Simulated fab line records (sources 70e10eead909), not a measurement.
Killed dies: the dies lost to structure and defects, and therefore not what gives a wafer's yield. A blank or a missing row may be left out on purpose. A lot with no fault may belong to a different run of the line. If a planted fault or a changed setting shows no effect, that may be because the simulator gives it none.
8D (eight disciplines) problem report, filled in by code / flow nandHarc / the parts of the form that need people (team, actions taken, sign-off) are left out

## 1. PROBLEM STATEMENT
killedAtArray at NHARC_END_SORT_01 reads a mean of 672 on 6 wafers of 2 lots; wafers without a fault read 58 with a standard deviation of 20. That puts it +31 standard deviations away from the usual mean.
First observed at day 27 23:50: wafer L143.1, on prober-02. The record holds 6 wafers of 2 lots with a number at this step. Rule for "out" (also "out of limits"): further than 4 standard deviations from the usual mean. The other wafers with a number count as sound.

## 2. WHAT IT IS, WHAT IT ISN'T
question=which readings at this step; is=killedAtArray, killedDies; is not=killedAtOther, killedAtPeriphery, killedOpen, killedShort
question=which lots; is=L143, L145; is not=-
question=which wafers of those lots; is=all that have a number; is not=-
question=read on which gauges; is=prober-01, prober-02; is not=-
question=when; is=from day 27 23:50; is not=up to then (0 sound wafers)

## 3. THE SUSPECTS, EACH WITH WHAT RULES IT OUT
Counting: any tool at a process step up to the reading is kept as a suspect provided that every lot that is out went through it and no sound lot did after the first of them.
- the gauge at NHARC_END_SORT_01 is ruled out. The wafers that are out were read on 2 gauges (prober-01, prober-02).
- rieDiel-07 at NHARC_A_STAIRCASE_STRIP_461 (strips in O2/COS): kept. It ran every lot that is out, first L143 (day 20 12:17), and no sound lot after that.
The count leaves rieDiel-07 at NHARC_A_STAIRCASE_STRIP_461.

## 4. THE CAUSE (what the simulator had put in)
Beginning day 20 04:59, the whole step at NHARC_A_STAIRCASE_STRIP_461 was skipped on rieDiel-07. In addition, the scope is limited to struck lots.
Only this tool survived the counting.

## 5. SEQUENCE OF EFFECTS, ordered by route
One row per reading whose mean, taken over the struck wafers that have a number, lies over 3 standard deviations from the usual. Readings are gone through only where the record gives a usual standard deviation; hours: the median, over the lots, of the time from a lot's start at the first step in this table giving one to that lot's start at this step; sigmas: the change measured in usual standard deviations.
hours=0; step=NHARC_END_SORT_01; reading=killedAtArray; usual=58; on struck wafers=672; change=+614; sigmas=+31
hours=0; step=NHARC_END_SORT_01; reading=killedDies; usual=63; on struck wafers=677; change=+614; sigmas=+31

## 6. WHAT WOULD HAVE CAUGHT IT SOONER
187 hours passed between the start of the fault at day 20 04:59 and the first reading out of limits at a measuring or inspecting step in this record, taken at day 27 23:50.
The start of NHARC_A_STAIRCASE_STRIP_461 on rieDiel-07 came by day 27 23:50 for every one of the lots that are out (2). Holding the tool at that point would not have protected any of them.
